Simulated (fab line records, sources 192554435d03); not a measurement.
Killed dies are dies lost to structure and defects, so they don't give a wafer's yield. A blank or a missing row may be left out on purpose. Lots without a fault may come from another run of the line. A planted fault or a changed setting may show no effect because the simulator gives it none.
Which tool did it? | flow n5_finfet | 12 lots, 36 wafers sampled, at 6 steps of a route of 1938

WHAT THE GAUGES READ, wafer by wafer
N5_BEOL_M5_OVL_MEAS_12.
lot  | measured     | on         | M5_OVL (nm)
L075 | day 8 09:58  | overlay-01 | 0.1 -0.5 -1.1
L077 | day 8 15:10  | overlay-01 | -0.8 0.8 -0.1
L079 | day 9 05:29  | overlay-01 | 0.3 0.2 0.0
L081 | day 9 21:17  | overlay-01 | -1.5 0.6 -0.1
L083 | day 10 00:31 | overlay-02 | -0.5 -0.4 -0.8
L084 | day 10 09:19 | overlay-02 | -0.1 -0.3 0.6
L089 | day 11 11:50 | overlay-02 | 0.3 1.1 0.7
L088 | day 12 05:09 | overlay-01 | 0.6 0.9 0.7
L090 | day 13 00:34 | overlay-01 | -0.5 -1.1 0.6
L093 | day 14 03:28 | overlay-01 | -1.3 -1.0 -0.8
L096 | day 14 07:20 | overlay-02 | 1.1 1.4 0.7
L095 | day 15 09:54 | overlay-01 | -1.1 -1.1 -1.2

WHICH TOOL RAN EACH LOT (tool, then ch and the chambers of the sampled wafers, then the start)
lot  | N5_BEOL_M4_STRIP_36                | N5_BEOL_M4_ANNEAL_82         | N5_BEOL_M4_ANNEAL_89         | N5_BEOL_M4_ANNEAL_91         | N5_BEOL_M4_SPUTTER_96
L075 | rie_diel-01 ch 1,2,3, day 8 00:38  | pvd_sputter-01, day 8 02:10  | pvd_sputter-01, day 8 02:36  | pvd_sputter-01, day 8 02:49  | pvd_sputter-01, day 8 03:24
L077 | rie_diel-01 ch 0,3, day 8 04:33    | pvd_sputter-01, day 8 06:37  | pvd_sputter-01, day 8 07:04  | pvd_sputter-01, day 8 07:17  | pvd_sputter-01, day 8 07:52
L079 | rie_diel-03 ch 1,2, day 8 22:08    | pvd_sputter-01, day 9 00:21  | pvd_sputter-01, day 9 00:47  | pvd_sputter-01, day 9 01:01  | pvd_sputter-01, day 9 01:35
L081 | rie_diel-03 ch 2,3, day 9 12:31    | pvd_sputter-02, day 9 14:40  | pvd_sputter-02, day 9 15:06  | pvd_sputter-02, day 9 15:19  | pvd_sputter-02, day 9 15:54
L083 | rie_diel-01 ch 0,2, day 9 17:08    | pvd_sputter-03, day 9 18:52  | pvd_sputter-03, day 9 19:19  | pvd_sputter-03, day 9 19:32  | pvd_sputter-03, day 9 20:07
L084 | rie_diel-03 ch 0,1,3, day 9 23:53  | pvd_sputter-01, day 10 03:26 | pvd_sputter-01, day 10 03:52 | pvd_sputter-01, day 10 04:05 | pvd_sputter-01, day 10 04:40
L089 | rie_diel-03 ch 1,2,3, day 11 05:43 | pvd_sputter-01, day 11 07:19 | pvd_sputter-01, day 11 07:45 | pvd_sputter-01, day 11 07:58 | pvd_sputter-01, day 11 08:33
L088 | rie_diel-05 ch 0,2,3, day 11 20:23 | pvd_sputter-03, day 11 23:34 | pvd_sputter-03, day 12 00:00 | pvd_sputter-03, day 12 00:13 | pvd_sputter-03, day 12 00:48
L090 | rie_diel-05 ch 2,3, day 12 17:37   | pvd_sputter-01, day 12 19:09 | pvd_sputter-01, day 12 19:35 | pvd_sputter-01, day 12 19:49 | pvd_sputter-01, day 12 20:23
L093 | rie_diel-01 ch 0,1,3, day 13 19:34 | pvd_sputter-01, day 13 22:32 | pvd_sputter-01, day 13 22:59 | pvd_sputter-01, day 13 23:12 | pvd_sputter-01, day 13 23:47
L096 | rie_diel-01 ch 0,2,3, day 14 00:03 | pvd_sputter-03, day 14 02:05 | pvd_sputter-03, day 14 02:31 | pvd_sputter-03, day 14 02:44 | pvd_sputter-03, day 14 03:19
L095 | rie_diel-01 ch 2,3, day 15 00:33   | pvd_sputter-03, day 15 03:21 | pvd_sputter-03, day 15 03:47 | pvd_sputter-03, day 15 04:01 | pvd_sputter-03, day 15 04:35
- N5_BEOL_M4_STRIP_36: strips in N2/H2.
- N5_BEOL_M4_ANNEAL_82: time 240 s.
- N5_BEOL_M4_ANNEAL_89: time 240 s.
- N5_BEOL_M4_ANNEAL_91: time 240 s.
- N5_BEOL_M4_SPUTTER_96: material Cu, target thk 4.5 nm, time 8.29 s.

THE ANSWER, worked out from the rows above alone
Rule: what is usual is taken from the lots themselves. Put in order of their means at a reading, lots are off if they are a third of the lots or fewer, leave a main group of 4 or more, and stand apart from it by a gap of 3 or more times the standard deviation of the main group's means; of several such gaps the widest counts. A main group whose means are all the same, to the digits that the tables above print for the reading, isn't used. A lot without any number at a reading at which 4 lots or more have one is off too. The other lots that the step has rows for count as sound.
No lot is off at any reading shown: from this, nothing can be told.

WHAT THE SIMULATOR HAD PUT IN
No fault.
